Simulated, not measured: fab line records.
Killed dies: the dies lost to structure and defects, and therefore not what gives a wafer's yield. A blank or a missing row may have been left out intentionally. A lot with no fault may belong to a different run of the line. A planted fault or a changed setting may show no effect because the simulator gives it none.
Matching of chambers ; flow n5_finfet ; N5_FIN_SAQP_HM_DEP_03 on pecvd-04 has 3 sister chambers
The step deposits SiNx from SiH4/NH3/N2, target thk 38 nm, time 33.6 s. 3 wafers are shown with their chamber, then 10 later ones without.

WAFERS, EACH WITH ITS CHAMBER
wafer;chamber;throttle_valve_pct (%)
L087.5;2;36.3
L094.3;1;41.1
L094.4;0;37.5

WAFERS WITHOUT THEIR CHAMBER
wafer;throttle_valve_pct (%)
L094.5;41.2
L096.1;40.9
L096.2;37.4
L096.3;37.6
L096.4;41.1
L096.5;41.1
L096.6;37.2
L097.2;37.6
L097.3;41.0
L097.5;41.1

WHICH CHAMBER EACH WENT THROUGH
wafer;from the rows above;in truth
L094.5;1;1
L096.1;1;1
L096.2;0;0
L096.3;0;0
L096.4;1;1
L096.5;1;1
L096.6;0;0
L097.2;0;0
L097.3;1;1
L097.5;1;1
10 of 10 placed correctly. Left unplaced by these rows: 0. Wrongly placed: 0.
How it was worked out, from the rows above alone: a wafer's distance from a chamber is the root of the sum, over the readings, of the square of ((its reading less the chamber's mean) divided by the reading's scatter). If the next closest chamber is less than 2 further off than the closest, the wafer can't be placed; otherwise it belongs to the closest. A chamber's mean is the mean of its shown wafers. The scatter (one wafer shown for each chamber): square how far every hidden wafer sits from the nearest shown wafer, average those squares and take the square root.
